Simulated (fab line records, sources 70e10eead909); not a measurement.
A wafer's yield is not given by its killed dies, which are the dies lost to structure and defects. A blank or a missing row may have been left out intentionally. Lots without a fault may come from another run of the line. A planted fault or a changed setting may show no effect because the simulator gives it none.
The tool behind it: which one? / flow nand_harc / 11 lots, 33 wafers sampled, at 4 steps of a route of 1302

== WHAT EACH GAUGE READ, for each wafer ==
Not one reading of a measure or inspect step in the record can be checked against a usual standard deviation.

== WHAT TOOL EACH LOT RAN ON (gives the tool, then ch and the chambers of the sampled wafers, and finally the start) ==
lot=L880; NHARC_A_SGD_CUT_ETCH_59=rie_diel-05 ch 0,1, day 20 16:23 or earlier; NHARC_A_SLIT_ETCH_24=rie_diel-02 ch 0,2,3, day 20 16:23; NHARC_A_WL_FILL_ALD_00=ald_hk-02 ch 1,3, day 21 05:19; NHARC_A_WL_FILL_ALD_02=ald_metal-04 ch 0,3, day 21 05:46
lot=L882; NHARC_A_SGD_CUT_ETCH_59=rie_diel-13 ch 2,3, day 21 10:25 or earlier; NHARC_A_SLIT_ETCH_24=rie_diel-04 ch 0,2, day 21 10:25; NHARC_A_WL_FILL_ALD_00=ald_hk-04 ch 0,2,3, day 21 22:27; NHARC_A_WL_FILL_ALD_02=ald_metal-04 ch 0,3, day 21 22:56
lot=L884; NHARC_A_SGD_CUT_ETCH_59=rie_diel-05 ch 1,3, day 22 00:50 or earlier; NHARC_A_SLIT_ETCH_24=rie_diel-04 ch 0,1,2, day 22 00:50; NHARC_A_WL_FILL_ALD_00=ald_hk-04 ch 0,1,2, day 22 13:41; NHARC_A_WL_FILL_ALD_02=ald_metal-01 ch 0,1, day 22 14:13
lot=L886; NHARC_A_SGD_CUT_ETCH_59=rie_diel-05 ch 0,3, day 23 06:52 or earlier; NHARC_A_SLIT_ETCH_24=rie_diel-02 ch 1,2, day 23 06:52; NHARC_A_WL_FILL_ALD_00=ald_hk-02 ch 0,2,3, day 23 22:39; NHARC_A_WL_FILL_ALD_02=ald_metal-04 ch 0,1,2, day 23 23:09
lot=L895; NHARC_A_SGD_CUT_ETCH_59=rie_diel-13 ch 0,1,3, day 26 02:48 or earlier; NHARC_A_SLIT_ETCH_24=rie_diel-09 ch 1,3, day 26 02:48; NHARC_A_WL_FILL_ALD_00=ald_hk-03 ch 0,1,3, day 26 15:56; NHARC_A_WL_FILL_ALD_02=ald_metal-01 ch 0,3, day 26 16:23
lot=L894; NHARC_A_SGD_CUT_ETCH_59=rie_diel-10 ch 1,2, day 26 04:04 or earlier; NHARC_A_SLIT_ETCH_24=rie_diel-04 ch 1,2,3, day 26 04:04; NHARC_A_WL_FILL_ALD_00=ald_hk-02 ch 0,1,2, day 26 15:57; NHARC_A_WL_FILL_ALD_02=ald_metal-04 ch 0,1, day 26 16:23
lot=L896; NHARC_A_SGD_CUT_ETCH_59=rie_diel-05 ch 0,2,3, day 27 12:16 or earlier; NHARC_A_SLIT_ETCH_24=rie_diel-04 ch 0,1,3, day 27 12:16; NHARC_A_WL_FILL_ALD_00=ald_hk-02 ch 0,1,3, day 28 05:05; NHARC_A_WL_FILL_ALD_02=ald_metal-03 ch 2,3, day 28 05:36
lot=L897; NHARC_A_SGD_CUT_ETCH_59=rie_diel-13 ch 0,1,2, day 27 13:10 or earlier; NHARC_A_SLIT_ETCH_24=rie_diel-09 ch 0,1, day 27 13:10; NHARC_A_WL_FILL_ALD_00=ald_hk-03 ch 1,3, day 28 02:24; NHARC_A_WL_FILL_ALD_02=ald_metal-04 ch 1,2,3, day 28 02:55
lot=L899; NHARC_A_SGD_CUT_ETCH_59=rie_diel-10 ch 0,2,3, day 28 07:59 or earlier; NHARC_A_SLIT_ETCH_24=rie_diel-09 ch 1,2,3, day 28 07:59; NHARC_A_WL_FILL_ALD_00=ald_hk-03 ch 0,1,3, day 28 21:08; NHARC_A_WL_FILL_ALD_02=ald_metal-03 ch 0,1, day 28 21:37
lot=L900; NHARC_A_SGD_CUT_ETCH_59=rie_diel-10 ch 0,2,3, day 29 07:47 or earlier; NHARC_A_SLIT_ETCH_24=rie_diel-02 ch 0,1, day 29 07:47; NHARC_A_WL_FILL_ALD_00=ald_hk-04 ch 0,1,2, day 29 20:40; NHARC_A_WL_FILL_ALD_02=ald_metal-01 ch 0,1, day 29 21:17
lot=L901; NHARC_A_SGD_CUT_ETCH_59=rie_diel-10 ch 0,3, day 29 12:26 or earlier; NHARC_A_SLIT_ETCH_24=rie_diel-04 ch 1,2,3, day 29 12:26; NHARC_A_WL_FILL_ALD_00=ald_hk-03 ch 0,1,3, day 30 03:01; NHARC_A_WL_FILL_ALD_02=ald_metal-03 ch 0,2, day 30 03:28
- NHARC_A_SGD_CUT_ETCH_59: etches the open film in N2/H2, target depth 260 nm, time 406.25 s.
- NHARC_A_SLIT_ETCH_24: etches the open film in CF4/CHF3, target depth 121 nm, time 60.5 s.
- NHARC_A_WL_FILL_ALD_00: deposits Al2O3, target thk 3 nm, pulse time 3 s, ald cycles 30.
- NHARC_A_WL_FILL_ALD_02: deposits TiN, target thk 2 nm, pulse time 3 s, ald cycles 100.

== WHAT THE TOOLS THEMSELVES READ (means of the sampled wafers that have a number; where no wafer has one, the mark that the record gives instead) ==
NHARC_A_SGD_CUT_ETCH_59. Usual: chamber_pressure_mTorr 29.999 mTorr, standard deviation 0.027; drypump_motor_current_A 5.5 A, standard deviation 0.32; oes_product_au 1.001 a.u., standard deviation 0.015; rf_vpp_V 429.6 V, standard deviation 2.6; showerhead_plenum_p_Torr 2.00 Torr, standard deviation 0.083; throttle_valve_pct 14.170 %, standard deviation 0.0091.
lot=L880; tool=rie_diel-05; chamber_pressure_mTorr (mTorr)=29.989; drypump_motor_current_A (A)=5.5; oes_product_au (a.u.)=1.017; rf_vpp_V (V)=429.4; showerhead_plenum_p_Torr (Torr)=2.00; throttle_valve_pct (%)=14.158; flag=
lot=L882; tool=rie_diel-13; chamber_pressure_mTorr (mTorr)=30.015; drypump_motor_current_A (A)=5.6; oes_product_au (a.u.)=0.997; rf_vpp_V (V)=433.1; showerhead_plenum_p_Torr (Torr)=2.10; throttle_valve_pct (%)=14.177; flag=
lot=L884; tool=rie_diel-05; chamber_pressure_mTorr (mTorr)=30.007; drypump_motor_current_A (A)=5.5; oes_product_au (a.u.)=1.013; rf_vpp_V (V)=429.5; showerhead_plenum_p_Torr (Torr)=2.03; throttle_valve_pct (%)=14.170; flag=
lot=L886; tool=rie_diel-05; chamber_pressure_mTorr (mTorr)=29.990; drypump_motor_current_A (A)=5.6; oes_product_au (a.u.)=0.995; rf_vpp_V (V)=431.1; showerhead_plenum_p_Torr (Torr)=2.09; throttle_valve_pct (%)=14.178; flag=
lot=L895; tool=rie_diel-13; chamber_pressure_mTorr (mTorr)=30.014; drypump_motor_current_A (A)=5.2; oes_product_au (a.u.)=0.988; rf_vpp_V (V)=430.7; showerhead_plenum_p_Torr (Torr)=2.03; throttle_valve_pct (%)=14.173; flag=
lot=L894; tool=rie_diel-10; chamber_pressure_mTorr (mTorr)=30.025; drypump_motor_current_A (A)=5.5; oes_product_au (a.u.)=0.996; rf_vpp_V (V)=426.3; showerhead_plenum_p_Torr (Torr)=1.93; throttle_valve_pct (%)=14.171; flag=
lot=L896; tool=rie_diel-05; chamber_pressure_mTorr (mTorr)=29.997; drypump_motor_current_A (A)=5.7; oes_product_au (a.u.)=1.001; rf_vpp_V (V)=431.0; showerhead_plenum_p_Torr (Torr)=2.04; throttle_valve_pct (%)=14.176; flag=
lot=L897; tool=rie_diel-13; chamber_pressure_mTorr (mTorr)=30.007; drypump_motor_current_A (A)=5.0; oes_product_au (a.u.)=0.986; rf_vpp_V (V)=431.1; showerhead_plenum_p_Torr (Torr)=2.06; throttle_valve_pct (%)=14.171; flag=
lot=L899; tool=rie_diel-10; chamber_pressure_mTorr (mTorr)=30.008; drypump_motor_current_A (A)=5.5; oes_product_au (a.u.)=1.006; rf_vpp_V (V)=428.9; showerhead_plenum_p_Torr (Torr)=1.99; throttle_valve_pct (%)=14.165; flag=
lot=L900; tool=rie_diel-10; chamber_pressure_mTorr (mTorr)=30.014; drypump_motor_current_A (A)=5.5; oes_product_au (a.u.)=1.003; rf_vpp_V (V)=429.8; showerhead_plenum_p_Torr (Torr)=1.99; throttle_valve_pct (%)=14.180; flag=
lot=L901; tool=rie_diel-10; chamber_pressure_mTorr (mTorr)=29.982; drypump_motor_current_A (A)=5.7; oes_product_au (a.u.)=1.001; rf_vpp_V (V)=428.8; showerhead_plenum_p_Torr (Torr)=1.99; throttle_valve_pct (%)=14.172; flag=

NHARC_A_SLIT_ETCH_24. Usual: for chamber_pressure_mTorr, 24.998 mTorr with a standard deviation of 0.024; for chf3_flow_sccm, 30.00 sccm with a standard deviation of 0.086; for drypump_motor_current_A, 6.0 A with a standard deviation of 0.56; for oes_product_au, 0.963 a.u. with a standard deviation of 0.018; for rf_vpp_V, 370.5 V with a standard deviation of 2.2; for showerhead_plenum_p_Torr, 1.57 Torr with a standard deviation of 0.061; for throttle_valve_pct, 16.802 % with a standard deviation of 0.0097.
lot=L880; tool=rie_diel-02; chamber_pressure_mTorr (mTorr)=25.018; chf3_flow_sccm (sccm)=29.99; drypump_motor_current_A (A)=5.9; oes_product_au (a.u.)=0.979; rf_vpp_V (V)=372.1; showerhead_plenum_p_Torr (Torr)=1.62; throttle_valve_pct (%)=16.801; flag=
lot=L882; tool=rie_diel-04; chamber_pressure_mTorr (mTorr)=25.000; chf3_flow_sccm (sccm)=30.04; drypump_motor_current_A (A)=6.1; oes_product_au (a.u.)=0.971; rf_vpp_V (V)=371.9; showerhead_plenum_p_Torr (Torr)=1.62; throttle_valve_pct (%)=16.807; flag=
lot=L884; tool=rie_diel-04; chamber_pressure_mTorr (mTorr)=24.996; chf3_flow_sccm (sccm)=29.92; drypump_motor_current_A (A)=5.9; oes_product_au (a.u.)=0.968; rf_vpp_V (V)=371.8; showerhead_plenum_p_Torr (Torr)=1.59; throttle_valve_pct (%)=16.801; flag=
lot=L886; tool=rie_diel-02; chamber_pressure_mTorr (mTorr)=25.009; chf3_flow_sccm (sccm)=30.06; drypump_motor_current_A (A)=6.6; oes_product_au (a.u.)=0.961; rf_vpp_V (V)=368.5; showerhead_plenum_p_Torr (Torr)=1.53; throttle_valve_pct (%)=16.793; flag=
lot=L895; tool=rie_diel-09; chamber_pressure_mTorr (mTorr)=24.994; chf3_flow_sccm (sccm)=30.03; drypump_motor_current_A (A)=6.1; oes_product_au (a.u.)=0.957; rf_vpp_V (V)=368.7; showerhead_plenum_p_Torr (Torr)=1.51; throttle_valve_pct (%)=16.803; flag=
lot=L894; tool=rie_diel-04; chamber_pressure_mTorr (mTorr)=24.998; chf3_flow_sccm (sccm)=29.98; drypump_motor_current_A (A)=5.5; oes_product_au (a.u.)=0.983; rf_vpp_V (V)=370.3; showerhead_plenum_p_Torr (Torr)=1.57; throttle_valve_pct (%)=16.797; flag=
lot=L896; tool=rie_diel-04; chamber_pressure_mTorr (mTorr)=24.985; chf3_flow_sccm (sccm)=29.96; drypump_motor_current_A (A)=5.7; oes_product_au (a.u.)=0.976; rf_vpp_V (V)=369.7; showerhead_plenum_p_Torr (Torr)=1.56; throttle_valve_pct (%)=16.797; flag=
lot=L897; tool=rie_diel-09; chamber_pressure_mTorr (mTorr)=24.987; chf3_flow_sccm (sccm)=30.04; drypump_motor_current_A (A)=5.7; oes_product_au (a.u.)=0.955; rf_vpp_V (V)=367.9; showerhead_plenum_p_Torr (Torr)=1.50; throttle_valve_pct (%)=16.798; flag=
lot=L899; tool=rie_diel-09; chamber_pressure_mTorr (mTorr)=25.002; chf3_flow_sccm (sccm)=29.96; drypump_motor_current_A (A)=5.9; oes_product_au (a.u.)=0.946; rf_vpp_V (V)=368.9; showerhead_plenum_p_Torr (Torr)=1.53; throttle_valve_pct (%)=16.805; flag=
lot=L900; tool=rie_diel-02; chamber_pressure_mTorr (mTorr)=24.998; chf3_flow_sccm (sccm)=29.88; drypump_motor_current_A (A)=6.2; oes_product_au (a.u.)=0.944; rf_vpp_V (V)=368.2; showerhead_plenum_p_Torr (Torr)=1.52; throttle_valve_pct (%)=16.797; flag=
lot=L901; tool=rie_diel-04; chamber_pressure_mTorr (mTorr)=25.008; chf3_flow_sccm (sccm)=30.04; drypump_motor_current_A (A)=5.5; oes_product_au (a.u.)=0.967; rf_vpp_V (V)=370.4; showerhead_plenum_p_Torr (Torr)=1.57; throttle_valve_pct (%)=16.798; flag=

NHARC_A_WL_FILL_ALD_00. Usual: heater_power_w 476 W, standard deviation 48; precursor_pulse_height_rel 0.996, standard deviation 0.02.
lot=L880; tool=ald_hk-02; heater_power_w (W)=431; precursor_pulse_height_rel=1.010; flag=
lot=L882; tool=ald_hk-04; heater_power_w (W)=492; precursor_pulse_height_rel=1.008; flag=
lot=L884; tool=ald_hk-04; heater_power_w (W)=479; precursor_pulse_height_rel=0.973; flag=
lot=L886; tool=ald_hk-02; heater_power_w (W)=461; precursor_pulse_height_rel=0.971; flag=
lot=L895; tool=ald_hk-03; heater_power_w (W)=460; precursor_pulse_height_rel=0.970; flag=
lot=L894; tool=ald_hk-02; heater_power_w (W)=440; precursor_pulse_height_rel=1.003; flag=
lot=L896; tool=ald_hk-02; heater_power_w (W)=454; precursor_pulse_height_rel=0.990; flag=
lot=L897; tool=ald_hk-03; heater_power_w (W)=439; precursor_pulse_height_rel=0.989; flag=
lot=L899; tool=ald_hk-03; heater_power_w (W)=461; precursor_pulse_height_rel=0.997; flag=
lot=L900; tool=ald_hk-04; heater_power_w (W)=476; precursor_pulse_height_rel=1.008; flag=
lot=L901; tool=ald_hk-03; heater_power_w (W)=460; precursor_pulse_height_rel=0.999; flag=

NHARC_A_WL_FILL_ALD_02. Usual: heater_power_w 1106 W, standard deviation 150; precursor_pulse_height_rel 1.001, standard deviation 0.021.
lot=L880; tool=ald_metal-04; heater_power_w (W)=1202; precursor_pulse_height_rel=1.010; flag=
lot=L882; tool=ald_metal-04; heater_power_w (W)=1184; precursor_pulse_height_rel=1.009; flag=
lot=L884; tool=ald_metal-01; heater_power_w (W)=1010; precursor_pulse_height_rel=0.987; flag=
lot=L886; tool=ald_metal-04; heater_power_w (W)=1074; precursor_pulse_height_rel=0.993; flag=
lot=L895; tool=ald_metal-01; heater_power_w (W)=910; precursor_pulse_height_rel=0.996; flag=
lot=L894; tool=ald_metal-04; heater_power_w (W)=1099; precursor_pulse_height_rel=0.988; flag=
lot=L896; tool=ald_metal-03; heater_power_w (W)=1103; precursor_pulse_height_rel=1.006; flag=
lot=L897; tool=ald_metal-04; heater_power_w (W)=1222; precursor_pulse_height_rel=0.994; flag=
lot=L899; tool=ald_metal-03; heater_power_w (W)=1079; precursor_pulse_height_rel=1.002; flag=
lot=L900; tool=ald_metal-01; heater_power_w (W)=965; precursor_pulse_height_rel=0.990; flag=
lot=L901; tool=ald_metal-03; heater_power_w (W)=990; precursor_pulse_height_rel=0.988; flag=

== THE ANSWER, worked out from the rows above alone ==
Rule: take the mean of a lot's wafers that have a number; if it is more than 3 standard deviations from the usual mean, the lot is off. Also off: a lot with no number at a reading for which 4 or more lots have one. Any other lot the step has rows for is counted as sound. The gauges are gone through in route order, then the tools' own readings, and for those a lot's mean is taken as printed above. At the first step where some lot is off, the reading lying furthest off is the one used; lots without a number count as furthest.
Across all readings shown, no lot is off: no conclusion can be drawn from this.

== WHAT WAS PUT IN BY THE SIMULATOR ==
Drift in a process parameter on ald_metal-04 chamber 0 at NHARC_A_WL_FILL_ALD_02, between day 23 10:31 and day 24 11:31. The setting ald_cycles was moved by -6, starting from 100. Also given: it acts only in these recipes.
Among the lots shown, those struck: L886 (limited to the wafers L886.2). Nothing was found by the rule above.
